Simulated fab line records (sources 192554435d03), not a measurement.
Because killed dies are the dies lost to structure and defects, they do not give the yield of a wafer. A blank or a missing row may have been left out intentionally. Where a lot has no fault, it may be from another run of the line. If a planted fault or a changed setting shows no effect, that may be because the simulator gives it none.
Matching of chambers || flow n5_finfet || N5_SD_EPI_N_LINER_46 on ald_sin-01 has 4 sister chambers
The step material SiNx, target thk 3 nm. 8 wafers are shown with their chamber, then 6 later ones without.

## WAFERS, EACH WITH ITS CHAMBER
{"wafer": "L124.2", "chamber": 2, "heater_power_w (W)": 863}
{"wafer": "L124.5", "chamber": 0, "heater_power_w (W)": 824}
{"wafer": "L128.2", "chamber": 2, "heater_power_w (W)": 882}
{"wafer": "L128.3", "chamber": 0, "heater_power_w (W)": 824}
{"wafer": "L132.5", "chamber": 1, "heater_power_w (W)": 745}
{"wafer": "L139.2", "chamber": 3, "heater_power_w (W)": 708}
{"wafer": "L139.4", "chamber": 1, "heater_power_w (W)": 713}
{"wafer": "L139.6", "chamber": 3, "heater_power_w (W)": 690}

## WAFERS WITHOUT THEIR CHAMBER
{"wafer": "L145.1", "heater_power_w (W)": 849}
{"wafer": "L145.3", "heater_power_w (W)": 865}
{"wafer": "L145.6", "heater_power_w (W)": 703}
{"wafer": "L147.1", "heater_power_w (W)": 742}
{"wafer": "L147.2", "heater_power_w (W)": 709}
{"wafer": "L147.3", "heater_power_w (W)": 893}

## CHAMBER TAKEN BY EACH
{"wafer": "L145.1", "from the rows above": "can't be placed: 2 or 0", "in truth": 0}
{"wafer": "L145.3", "from the rows above": 2, "in truth": 2}
{"wafer": "L145.6", "from the rows above": "can't be placed: 3 or 1", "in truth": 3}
{"wafer": "L147.1", "from the rows above": 1, "in truth": 1}
{"wafer": "L147.2", "from the rows above": "can't be placed: 3 or 1", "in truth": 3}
{"wafer": "L147.3", "from the rows above": 2, "in truth": 2}
Placed correctly: 3 of 6. From these rows, 3 cannot be placed; in 3 the true chamber is one of the candidates. Placed wrongly: 0.
How it was worked out, from the rows above alone: a wafer's distance from a chamber is the root of the sum, over the readings, of the square of ((its reading less the chamber's mean) divided by the reading's scatter). The wafer belongs to the nearest chamber; if the next one is less than 2 further off, it can't be placed. Each chamber's mean is taken over the wafers shown for it. The scatter is the square root of a quotient: the sum, over the shown wafers, of each reading's squared deviation from its chamber's mean, divided by wafers minus chambers.
